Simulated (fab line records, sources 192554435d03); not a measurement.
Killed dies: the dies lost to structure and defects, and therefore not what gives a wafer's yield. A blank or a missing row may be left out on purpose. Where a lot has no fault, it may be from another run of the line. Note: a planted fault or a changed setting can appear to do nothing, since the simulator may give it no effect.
fab line records -- flow n5-finfet
[record] lots = 4, wafers = 12, last-day = 17
route steps=1938 shown DUMMY_GATE@246 SPACER0@258 SD_EPI_N@262 DUMMY_REMOVAL@377 BEOL_M4@1111 PASSIVATION@1936
lots untouched by any fault: they come from a run of this same line in which no faults occurred
start-h: start of the lot's first displayed wafer, in hours after the record's first day -- wait-h: how many hours have passed since the lot's step before this one -- " same as the row above -- L1.1+2: one row covering several wafers at once -- - value missing, or start not given -- * or withheld: withheld -- < > ~ a bound
route shown NAME@n: names a module that has steps shown in the file, with the first one's number in the route -- usual: mean/standard deviation of fault-free wafers -- same: alike in all rows -- chamber/n: place in a boat -- sites: per-site readings -- _std_site: the values' standard deviation -- _edge_site: inner sites' mean taken away from outer sites' mean -- radius-mm: how far each site lies from the wafer's centre -- mask NAME#n: copy n -- behind: the last tool/chamber to shape the wafer -- hold: the reason the lot was held/the length of the hold in hours/how it ended -- device: the n, p or np transistor that did not switch -- end of line: the route-end tests of the same wafers -- a step without rows: its recipe alone -- killed: at the first sort, the dies lost to defects and structure; wafer yield is something else -- map: the dies of a wafer, with x for killed, . for not killed, _ for no die there
set.NAME: the run value of the setting; set.NAME@STEP: its run value at that earlier step -- model.NAME: the simulator's own value behind a step, which no gauge read
lots at some steps of the route; a table a step, a row a wafer
services: when a tool's chamber went out of use (start-h, in hours from the record's first day, below 0 if earlier), for how many hours, and the reason
[[steps]]
[step N5_DUMMY_GATE_ETCH_32]
[recipe] chemistry = CF4, target = SiO2, target-depth-a = 35, time-s = 3.9, ion-energy-ev = 350, pressure-mtorr = 10, icp-w = 800, bias-w = 400, cf4-flow-sccm = 80
[step N5_DUMMY_GATE_ETCH_23]
[recipe] chemistry = HBr/Cl2/O2, HBr_flow_sccm = 150, Cl2_flow_sccm = 80, O2_flow_sccm = 12, bias-w = 102, target-depth-a = 410, time-s = 22.3, target = poly-Si, mask-material = SiO2, pressure-mtorr = 10, icp-w = 800
[step N5_DUMMY_GATE_ETCH_44]
[recipe] chemistry = HBr/O2, over-etch-frac = 0.7, target-depth-a = 1275, stop-on = SiO2, ion-energy-ev = 60, bias-w = 20, target = poly-Si, mask-material = SiO2, pressure-mtorr = 20, icp-w = 400, HBr_flow_sccm = 120, O2_flow_sccm = 10
[step N5_DUMMY_GATE_ETCH_42]
[recipe] chemistry = CHF3/O2, target = SiO2, target-depth-a = 35, time-s = 31, ion-energy-ev = 30, bias-w = 12, pressure-mtorr = 30, source-w = 600, Ar_flow_sccm = 200, CHF3_flow_sccm = 50, O2_flow_sccm = 5
[step N5_DUMMY_GATE_STRIP_48]
[recipe] chemistry = N2/H2, time-s = 20, power-w = 100, temp-c = 40, pressure-mtorr = 100, rf-frequency-hz = 6e+07, bias-power-w = 3, n2-flow-sccm = 300, h2-flow-sccm = 300
[step N5_DUMMY_GATE_PRECLEAN_33]
[recipe] chemistry = dHF, time-s = 10, dilution = 750:1, temp-c = 25
[step N5_DUMMY_GATE_PRECLEAN_25]
[recipe] chemistry = O3/DIW, time-s = 45, temp-c = 22, o3-ppm = 10
[step N5_DUMMY_GATE_PRECLEAN_51]
[recipe] chemistry = SC2, time-s = 45, temp-c = 35, mix = 1:1:50
[step N5_DUMMY_GATE_SRD_26]
[recipe] dry = ipa-marangoni, time-s = 30, temp-c = 23, rinse-liquid = diw
[step N5_DUMMY_GATE_UV_OZONE_45]
[recipe] time-s = 120, pressure-torr = 760, temp-c = 25
[step N5_SPACER0_ALD_07]
[recipe] material = SiNx, target-thk-a = 20, temp-c = 400, ald-precursor-family = SiH2I2, ald-co-reactant = N2/H2-plasma, pressure-torr = 2
[usual] heater-power-w = 799/69, susceptor-temp-C = 400.03/0.22
lot.wafer,tool,chamber,start-h,wait-h,heater-power-w,since-wet-clean-h,susceptor-temp-C,model.SiNx_of_SPACER0_ALD_07.thk-nm
L171.2,ald-sin-03,3,134.46,0.0,748,323,400.17,2
L171.3,ald-sin-03,1,134.46,0.0,828,323,400.28,2
L171.4,ald-sin-03,2,134.46,0.0,681,323,400.01,2
L175.1,ald-sin-03,2,155.78,0.6,676,344,399.69,2
L175.5,ald-sin-03,3,155.78,0.6,775,-,400.25,0.8
L175.6,ald-sin-03,2,155.78,0.6,684,-,399.84,2
L176.1,ald-sin-03,1,160.01,0.4,819,349,400.28,2
L176.2,ald-sin-03,2,160.01,0.4,678,349,399.87,2
L176.6,ald-sin-03,3,160.01,0.4,776,-,399.86,0.8
L178.1,ald-sin-04,0,172.65,0.3,829,165,400.19,2
L178.2,ald-sin-04,1,172.65,0.3,794,165,399.50,2
L178.5,ald-sin-04,1,172.65,0.3,786,-,399.83,2
[step N5_SPACER0_ALD_00]
[recipe] material = SiOCN, target-thk-a = 35, temp-c = 400, ald-precursor-family = alkyl-aminosilane, ald-co-reactant = O2/N2-plasma, pulse-time-s = 3, purge-time-s = 2, co-reactant-purge-time-s = 2, ald-cycles = 58, pressure-torr = 2
[step N5_SPACER0_ALD_08]
[recipe] material = SiNx, target-thk-a = 20, temp-c = 400, ald-precursor-family = SiH2I2, ald-co-reactant = N2/H2-plasma, pressure-torr = 2
[step N5_SD_EPI_N_COAT_32]
[recipe] resist = SOC, temp-c = 250, time-s = 60, spin-rpm = 1500, resist-thk-nm = 350
[step N5_SD_EPI_N_COAT_33]
[recipe] resist = SiARC, temp-c = 220, time-s = 60, spin-rpm = 1500, resist-thk-nm = 35
[step N5_SD_EPI_N_COAT_03]
[recipe] resist = CAR-ArF-block, spin-rpm = 1500, resist-thk-nm = 150
[step N5_SD_EPI_N_EBR_05]
[recipe] solvent = PGMEA, ebr-width-mm = 1.5
[step N5_SD_EPI_N_SOFTBAKE_04]
[recipe] temp-c = 110, time-s = 60, resist = CAR-ArF-block
[step N5_SD_EPI_N_EXPOSE_06]
[recipe] mask-id = SD_N_BLK, na = 1.35, source-shape = conventional, sigma-outer = 0.8, polarization = unpolarized, target-cd-nm = 120, dose-mj = 39.75
[step N5_SD_EPI_N_PEB_07]
[recipe] peb-temp-c = 110, peb-time-s = 60, resist = CAR-ArF-block
[step N5_SD_EPI_N_DEVELOP_08]
[recipe] develop-time-s = 30, developer = TMAH, resist = CAR-ArF-block, dev-temp-c = 23, rinse-liquid = diw, dry = air-spin
[step N5_SD_EPI_N_DESCUM_14]
[recipe] chemistry = O2, time-s = 7.9, source-power-w = 50, bias-power-w = 20, pressure-mtorr = 20, rf-frequency-hz = 2.712e+07, temp-c = 40, resist = CAR-ArF-block, o2-flow-sccm = 225
[step N5_SD_EPI_N_ETCH_34]
[recipe] chemistry = CF4, target = SiARC, target-depth-a = 455, mask-material = CAR-ArF-block, time-s = 75.8, ion-energy-ev = 80, pressure-mtorr = 40, source-w = 545, bias-w = 36, Ar_flow_sccm = 100, cf4-flow-sccm = 100, ends = cleared
[step N5_SD_EPI_N_ETCH_35]
[recipe] chemistry = N2/H2, target = SOC, overetch-a = 1080, mask-material = SiARC, temp-c = 40, ion-energy-ev = 100, source-w = 3000, bias-w = 133, pressure-mtorr = 20, time-s = 486, n2-flow-sccm = 200, h2-flow-sccm = 200
[step N5_SD_EPI_N_STRIP_36]
[recipe] chemistry = N2/H2, temp-c = 40, n2-flow-sccm = 200, h2-flow-sccm = 200, rf-frequency-hz = 6e+07
[step N5_SD_EPI_N_ETCHBACK_44]
[recipe] chemistry = CH3F/O2, mode = anisotropic-etchback, target = SiNx, target-depth-a = 145, stop-on = SiO2, over-etch-frac = 0.3, ion-energy-ev = 120, pressure-mtorr = 30, source-w = 395, bias-w = 73, Ar_flow_sccm = 150, CH3F_flow_sccm = 30, O2_flow_sccm = 20
[step N5_SD_EPI_N_ETCH_45]
[recipe] chemistry = CH3F/O2, target = SiOCN, target-depth-a = 60, mask-material = SOC, ion-energy-ev = 60, bias-w = 29, pressure-mtorr = 15, source-w = 410, Ar_flow_sccm = 150, CH3F_flow_sccm = 30, O2_flow_sccm = 20
[step N5_SD_EPI_N_ETCH_16]
[recipe] chemistry = CHF3/O2, target = SiO2, target-depth-a = 50, mask-material = SOC, pressure-mtorr = 30, source-w = 650, bias-w = 170, Ar_flow_sccm = 200, CHF3_flow_sccm = 50, O2_flow_sccm = 5, ion-energy-ev = 200
[step N5_SD_EPI_N_STRIP_47]
[recipe] chemistry = CHF3/O2, resist = SiARC, rf-frequency-hz = 6e+07
[step N5_SD_EPI_N_SD_RECESS_17]
[recipe] chemistry = HBr/Cl2/O2, target-depth-a = 410, mask-material = SOC, time-s = 23.7, bt-time-s = 3, pressure-mtorr = 10, icp-w = 800, bias-w = 112, HBr_flow_sccm = 150, Cl2_flow_sccm = 80, O2_flow_sccm = 12
[step N5_SD_EPI_N_STRIP_38]
[recipe] chemistry = N2/H2, power-w = 1000, temp-c = 250, h2-frac = 0.65, overash-fraction = 0.3, pressure-mtorr = withheld, n2-flow-sccm = 1750, h2-flow-sccm = 3250
[step N5_SD_EPI_N_WET_ETCH_43]
[recipe] chemistry = dHF, dilution = withheld, time-s = 14, target = SiO2, target-depth-a = 15, temp-c = 25
[step N5_SD_EPI_N_STRIP_18]
[recipe] chemistry = SPM, time-s = 750, temp-c = 130, h2so4-h2o2-vol-ratio = 4
[step N5_SD_EPI_N_SRD_20]
[recipe] dry = ipa-marangoni, do-ppb = 5, time-s = 30, temp-c = 23, rinse-liquid = diw
[step N5_SD_EPI_N_PRECLEAN_48]
[recipe] chemistry = NF3:NH3, afs-cycles = 2, temp-c = 30, time-s = 20, sublimation-temp-c = 180, sublimation-time-s = 60, pressure-torr = 3, rf-power-w = 30
[step N5_SD_EPI_N_VAPOR_ETCH_50]
[recipe] chemistry = HCl, target = Si, temp-c = 775, time-s = 54, pressure-torr = 20, mode = isotropic
[step N5_DUMMY_REMOVAL_HM_STRIP_01]
[recipe] chemistry = CH3F/O2, material = SiNx, target-depth-a = 40, stop-on = poly-Si, time-s = 6.8, over-etch-frac = 0.3, ion-energy-ev = 60, power-w = 410, bias-w = 29, Ar_flow_sccm = 150, CH3F_flow_sccm = 30, O2_flow_sccm = 20
[usual] drypump-motor-current-A = 5.8/0.5, oes-product-au = 0.64/0.05, rf-vpp-V = 127.7/0.93, showerhead-plenum-p-Torr = 2.02/0.057, throttle-valve-pct = 16.32/0.26
lot.wafer,tool,chamber,start-h,wait-h,drypump-motor-current-A,oes-product-au,rf-hours-counter-h,rf-vpp-V,showerhead-plenum-p-Torr,throttle-valve-pct
L171.2,rie-diel-01,1,157.02,0.0,5.5,0.70,67,127.5,2.02,15.84
L171.3,rie-diel-01,3,157.02,0.0,5.3,0.68,44,126.6,2.04,16.41
L171.4,rie-diel-01,0,157.02,0.0,6.7,0.69,52,128.7,2.11,16.17
L175.1,rie-diel-05,2,177.48,0.0,5.2,0.60,171,127.4,2.00,16.20
L175.5,rie-diel-05,3,177.48,0.0,6.3,0.44,-,128.4,2.03,16.68
L175.6,rie-diel-05,0,177.48,0.0,5.7,0.64,-,128.3,2.10,16.04
L176.1,rie-diel-04,2,181.53,0.1,6.5,0.61,136,126.0,1.94,16.77
L176.2,rie-diel-04,1,181.53,0.1,5.6,0.63,114,128.7,2.02,16.32
L176.6,rie-diel-04,0,181.53,0.1,6.5,0.39,-,129.5,2.05,16.50
L178.1,rie-diel-01,3,197.46,0.0,5.2,0.68,53,127.4,2.03,16.45
L178.2,rie-diel-01,0,197.46,0.0,6.7,0.69,61,129.1,2.10,16.19
L178.5,rie-diel-01,1,197.46,0.0,5.5,0.69,-,128.5,2.02,15.86
[step N5_BEOL_M4_RC_MEAS_101]
[usual] DIBL_N = 36.3/1.6, DIBL_P = 36.2/2, IOFF_N = 0.160/0.028, IOFF_N_85C = 3.1/0.46, IOFF_N_LIN = 0.074/0.011, IOFF_P = 0.21/0.036, IOFF_P_85C = 3.7/0.51, IOFF_P_LIN = 0.101/0.013, ION_N = 677/11, ION_P = 465/6.9, REXT_N = 75.2/1.6, REXT_P = 99.4/2, SS_N = 71.5/0.55, SS_P = 73.3/0.64, VT_N = 250/3, VT_N_LVT = 97.8/2.9, VT_P = -250/3.5, VT_P_LVT = -98.7/2.9
lot.wafer,tool,chamber,start-h,wait-h,DIBL_N[mV/V],DIBL_P[mV/V],IOFF_N[nA/um],IOFF_N_85C[nA/um],IOFF_N_LIN[nA/um],IOFF_P[nA/um],IOFF_P_85C[nA/um],IOFF_P_LIN[nA/um],ION_N[uA/um],ION_P[uA/um],REXT_N[ohm.um],REXT_P[ohm.um],SS_N[mV/dec],SS_P[mV/dec],VT_N[mV],VT_N_LVT[mV],VT_P[mV],VT_P_LVT[mV]
L171.2,prober-01,0,245.80,0.2,38.8,38.5,0.223,4.0,0.093,0.24,4.0,0.108,688,461,74.6,98.6,72.2,74.4,246,92.9,-250,-97.7
L171.3,prober-01,0,245.80,0.2,37.0,37.2,0.183,3.4,0.082,0.22,3.7,0.101,685,465,74.2,96.6,71.2,73.4,248,95.8,-252,-98.1
L171.4,prober-01,0,245.80,0.2,39.6,39.3,0.225,4.1,0.094,0.25,4.2,0.112,685,467,74.0,97.2,72.3,74.9,246,94.0,-249,-96.7
L176.1,prober-02,0,280.36,0.0,36.3,34.2,0.156,3.0,0.071,0.21,3.7,0.105,676,461,77.7,100.8,70.8,73.0,248,98.2,-250,-96.8
L176.2,prober-02,0,280.36,0.0,37.4,37.2,0.188,3.5,0.087,0.26,4.4,0.123,697,479,78.4,99.2,71.3,73.6,245,94.4,-245,-94.2
L176.6,prober-02,0,280.36,0.0,44.7,42.1,0.338,5.9,0.130,0.49,7.3,0.204,724,504,68.2,87.9,73.1,74.5,237,87.5,-235,-83.0
L175.1,prober-01,0,280.45,0.0,36.8,37.4,0.160,3.2,0.075,0.21,3.6,0.100,682,469,75.8,101.3,71.9,73.5,252,97.4,-250,-97.0
L175.5,prober-01,0,280.45,0.0,44.5,44.5,0.310,5.6,0.124,0.45,6.7,0.185,716,502,66.8,89.0,73.0,75.2,240,87.9,-236,-84.0
L175.6,prober-01,0,280.45,0.0,37.4,38.1,0.176,3.4,0.079,0.22,3.7,0.101,680,465,76.0,100.9,72.3,73.5,249,95.0,-249,-97.5
L178.1,prober-02,0,300.11,0.0,33.7,34.0,0.133,2.7,0.067,0.18,3.3,0.092,688,476,77.7,97.8,71.1,72.9,251,97.4,-252,-97.9
L178.2,prober-02,0,300.11,0.0,36.8,37.3,0.173,3.4,0.080,0.23,4.0,0.110,677,471,76.4,98.2,71.3,73.4,249,97.2,-247,-94.7
L178.5,prober-02,0,300.11,0.0,34.8,35.1,0.150,3.0,0.072,0.20,3.5,0.099,670,464,76.4,97.8,71.4,73.5,250,97.6,-247,-98.0
[step N5_PASSIVATION_PROBE_49]
[usual] defect-limited-yield = 91.2/1.5, killed_at_M0_to_M3 = 36/10, killed_at_M4_up = 13/6, killed-at-contacts = 11/5.2, killed-at-front-end = 40/11, killed-at-other = 3.1/2.9, killed-dies = 104/17, killed-open = 66/12, killed-short = 34/7.7, sort_bin_4_leakage = 0/0, sort_bin_5_function = 5.1/0.91, sort_bin_6_memory = 3.2/0.67, sort-n-pass = 1076/17, sort-yield-pct = 91.2/1.5
[same] gross-dies = 1180, killed-at-back-side = 0, sort_bin_8_speed[%] = 0
lot.wafer,tool,chamber,start-h,wait-h,defect-limited-yield[%],killed_at_M0_to_M3,killed_at_M4_up,killed-at-contacts,killed-at-front-end,killed-at-other,killed-dies,killed-open,killed-short,sort_bin_4_leakage[%],sort_bin_5_function[%],sort_bin_6_memory[%],sort-n-pass,sort-yield-pct[%]
L171.2,prober-02,-,355.53,0.1,92.1,41,6,7,39,0,93,60,27,0,4.7,2.5,1087,92.1
L171.3,prober-02,-,355.58,0.1,91.0,36,13,12,45,0,106,70,30,0,5.3,3.5,1074,91.0
L171.4,prober-02,-,355.63,0.2,91.4,30,12,8,52,0,102,64,36,0,5.7,2.4,1078,91.4
L175.1,prober-01,-,388.67,0.0,90.3,32,4,11,66,2,115,60,43,0,5.3,2.9,1065,90.3
L175.5,prober-01,-,388.87,0.2,90.3,41,9,9,52,3,114,59,38,1.69,5.4,2.8,1046,88.6
L175.6,prober-01,-,388.92,0.3,89.8,51,2,20,45,2,120,81,37,0,6.1,3.8,1060,89.8
L176.1,prober-02,-,389.66,0.0,91.0,23,20,7,47,9,106,66,38,0,4.9,3.8,1074,91.0
L176.2,prober-02,-,389.71,0.1,90.8,18,33,8,45,4,108,63,45,0,6.0,2.8,1072,90.8
L176.6,prober-02,-,389.91,0.3,92.6,13,19,19,32,4,87,56,30,5.08,4.5,2.5,1033,87.5
// killed by level:class
L171.2 BEOL_M0_SAQP:geometric-particle:open=12 BEOL_M2:geometric-particle:open=10 FIN_SAQP:geometric-particle:open=9 STARTING-WAFER:geometric-particle:open=7 STI_FIN_REVEAL:geometric-particle:open=5 MOL_CONTACT_COAG:geometric-particle:open=5 BEOL_M0_SAQP:geometric-particle:short=5 BEOL_M2:geometric-particle:short=5
L171.3 STI_FIN_REVEAL:geometric-particle:open=11 BEOL_M3:geometric-particle:open=10 FIN_SAQP:geometric-particle:open=9 MOL_CONTACT_COAG:geometric-particle:open=8 BEOL_M0_SAQP:geometric-particle:open=6 BEOL_M0_SAQP:geometric-particle:short=6 DUMMY_GATE:geometric-particle:open=5 BEOL_M1:geometric-particle:open=5
L171.4 DUMMY_GATE:geometric-particle:open=12 FIN_SAQP:geometric-particle:open=10 STI_FIN_REVEAL:geometric-particle:open=9 BEOL_M0_SAQP:geometric-particle:short=8 FIN_SAQP:geometric-particle:short=7 BEOL_M0_SAQP:geometric-particle:open=5 MOL_CONTACT_COAG:geometric-particle:open=4 BEOL_M3:geometric-particle:open=4
L175.1 FIN_SAQP:geometric-particle:open=23 FIN_SAQP:geometric-particle:short=19 HKMG_FIN:area-etch=12 BEOL_M0_SAQP:geometric-particle:short=11 MOL_CONTACT_COAG:geometric-particle:open=10 BEOL_M0_SAQP:geometric-particle:open=10 BEOL_M3:geometric-particle:open=4 DUMMY_GATE:geometric-particle:short=3
L175.5 FIN_SAQP:geometric-particle:short=14 BEOL_M0_SAQP:geometric-particle:open=14 BEOL_M0_SAQP:geometric-particle:short=13 FIN_SAQP:geometric-particle:open=12 HKMG_FIN:area-etch=12 MOL_CONTACT_COAG:geometric-particle:open=7 BEOL_M2:geometric-particle:open=7 BEOL_M4:geometric-particle:open=5
L175.6 MOL_CONTACT_COAG:geometric-particle:open=18 BEOL_M0_SAQP:geometric-particle:open=16 FIN_SAQP:geometric-particle:open=14 BEOL_M0_SAQP:geometric-particle:short=10 FIN_SAQP:geometric-particle:short=9 BEOL_M2:geometric-particle:open=9 BEOL_M1:geometric-particle:open=5 BEOL_M3:geometric-particle:open=5
L176.1 FIN_SAQP:geometric-particle:open=9 DUMMY_GATE:geometric-particle:open=7 BEOL_M2:geometric-particle:open=7 STI_FIN_REVEAL:geometric-particle:open=6 ILD0:geometric-particle:short=6 BEOL_M4:geometric-particle:open=6 BEOL_M0_SAQP:geometric-particle:open=5 GATE_CUT:geometric-particle:open=4
L176.2 BEOL_M4:geometric-particle:open=11 FIN_SAQP:geometric-particle:short=8 STI_FIN_REVEAL:geometric-particle:short=7 BEOL_M2:geometric-particle:open=6 FIN_SAQP:geometric-particle:open=5 STI_FIN_REVEAL:geometric-particle:open=5 MOL_CONTACT_COAG:geometric-particle:open=5 ILD0:geometric-particle:short=5
L176.6 MOL_CONTACT_COAG:geometric-particle:open=16 FIN_SAQP:geometric-particle:open=7 ILD0:geometric-particle:short=6 ILD0:geometric-particle:open=5 BEOL_M4:geometric-particle:open=4 BEOL_M5:geometric-particle:short=4 BEOL_M6:geometric-particle:open=4 STI_FIN_REVEAL:geometric-particle:open=3
// map L175.6 (x killed, . not)
_________________...........x________________
______________.........xx......._____________
___________.x...............x..x...__________
__________.................x........_________
________.............x..x.x....x......_______
_______x........x....x......x..........______
______........x.........x.........x....._____
_____..........x.......x....x....x......x____
____..x...................................___
___................x.....x.........x.......__
___............x....................x.....x__
__...x.........xx......x....x..............._
__...............x.........................._
_...x.xx...x..........x....................x.
_......x............x......x.................
_....x..............x......x.............x...
_..............x...x..............x........x.
_................x.....x...x..............x..
_...........x............x.x................x
_x....x......x...x......x........x.....x.....
_.....xx....................x..x.....x.....x.
__..................xx.x.x.......x.......x.._
__.......x..................x............x.._
___.......................x..x.............__
___.xx...x..................x...x...x...x..__
____...x........x...........x......x......___
_____.....x...........x.............x.xx.____
______.x........x.....x..........x..xx.x_____
_______.........................x...x.x______
________.xxx.......x.................._______
__________....x.............x......x_________
___________..................x.....__________
______________..x..............._____________
_________________............________________
// map L176.2 (x killed, . not)
_________________.x.x........________________
______________...x.....x....x..._____________
___________.......x.........x...x..__________
__________...........x.............x_________
________.......x......................_______
_______............xx..............x..x______
______.......x.........................._____
_____......x..x..........................____
____.....x..........................x.....___
___x......x.....x.x.....x............x.....__
___.................x.....x...............x__
__..x...........x....................x.x.x.._
__.......x...xx..............x......x......._
_...x...................x..............x.....
_.x....x.....................................
_.........xx.x................x........x.....
_....x..............xx........x.........xx.x.
_....................x...x...x...............
_....x..................x.......x............
_.............xx......x.x........x...x......x
_.....................x.....xx...............
__......xx......................x........x.._
__......x...............x.....x.........x.x._
___.x...................x.....xx..........x__
___..........................x.............__
____.........................x............___
_____.........x.....x....................____
______x.....x..........................._____
_______..............x.................______
________.x.........xx.....x.......x..._______
__________...............x.........._________
___________.........x.x...x........__________
______________x.x........x....x._____________
_________________x...x.......________________
[[services]]
tool,chamber,start-h,hours,kind
ald-sin-04,-,117.96,2.8,pm
rie-diel-05,0,121.56,1.7,repair
ald-sin-03,-,176.90,14.0,pm
ald-sin-03,0,176.90,14.0,vent-cycle
ald-sin-03,1,176.90,14.0,vent-cycle
ald-sin-03,2,176.90,14.0,vent-cycle
ald-sin-03,3,176.90,14.0,vent-cycle
rie-diel-01,-,187.24,4.3,pm
ald-sin-03,0,190.90,-,clean
ald-sin-03,1,190.90,-,clean
ald-sin-03,2,190.90,-,clean
ald-sin-03,3,190.90,-,clean
[[key]]
[first-sign] step = N5_DUMMY_REMOVAL_HM_STRIP_01, reading = oes-product-au, direction = down, sigmas = 4.5, usual = 0.64, struck = 0.42
[effect] step = N5_BEOL_M4_RC_MEAS_101, reading = IOFF_P, direction = up, sigmas = 7.2, usual = 0.21, struck = 0.47
[effect] step = N5_BEOL_M4_RC_MEAS_101, reading = IOFF_P_LIN, direction = up, sigmas = 7.1, usual = 0.101, struck = 0.194
[effect] step = N5_BEOL_M4_RC_MEAS_101, reading = IOFF_P_85C, direction = up, sigmas = 6.6, usual = 3.7, struck = 7.0
[effect] step = N5_BEOL_M4_RC_MEAS_101, reading = IOFF_N, direction = up, sigmas = 5.8, usual = 0.160, struck = 0.324
[effect] step = N5_BEOL_M4_RC_MEAS_101, reading = IOFF_N_85C, direction = up, sigmas = 5.7, usual = 3.1, struck = 5.7
[effect] step = N5_BEOL_M4_RC_MEAS_101, reading = ION_P, direction = up, sigmas = 5.5, usual = 465, struck = 503
[effect] step = N5_BEOL_M4_RC_MEAS_101, reading = REXT_P, direction = down, sigmas = 5.4, usual = 99.4, struck = 88.4
[effect] step = N5_BEOL_M4_RC_MEAS_101, reading = VT_P_LVT, direction = up, sigmas = 5.2, usual = -98.7, struck = -83.5
[effect] step = N5_BEOL_M4_RC_MEAS_101, reading = DIBL_N, direction = up, sigmas = 5, usual = 36.3, struck = 44.6
[effect] step = N5_BEOL_M4_RC_MEAS_101, reading = IOFF_N_LIN, direction = up, sigmas = 4.9, usual = 0.074, struck = 0.127
[effect] step = N5_BEOL_M4_RC_MEAS_101, reading = REXT_N, direction = down, sigmas = 4.8, usual = 75.2, struck = 67.5
[effect] step = N5_BEOL_M4_RC_MEAS_101, reading = VT_P, direction = up, sigmas = 4.2, usual = -250, struck = -236
[effect] step = N5_PASSIVATION_PROBE_49, reading = sort_bin_4_leakage, direction = up, sigmas = 40, usual = 0, struck = 3.39
[model-effect] step = N5_SPACER0_ALD_07, value = SiNx_of_SPACER0_ALD_07.thk-nm, without = 2, struck = 0.8
met-at N5_SPACER0_ALD_07
struck-wafers L175.5,L176.6
[baseline-loss] step = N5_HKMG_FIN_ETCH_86, wafers = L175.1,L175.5
onset-between 134.46 155.78
[fault] kind = process-parameter-drift, tool = ald-sin-03, chamber = 3, onset-h = 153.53, steps = N5_SPACER0_ALD_07, channel = target-thk-a, offset = *, shape = step, end-h = 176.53, acts-in = *, stated = *
// baseline-loss: these wafers lose ten dies or more at that step, a loss of the line's own and not of a fault; the sort's usual values leave them out
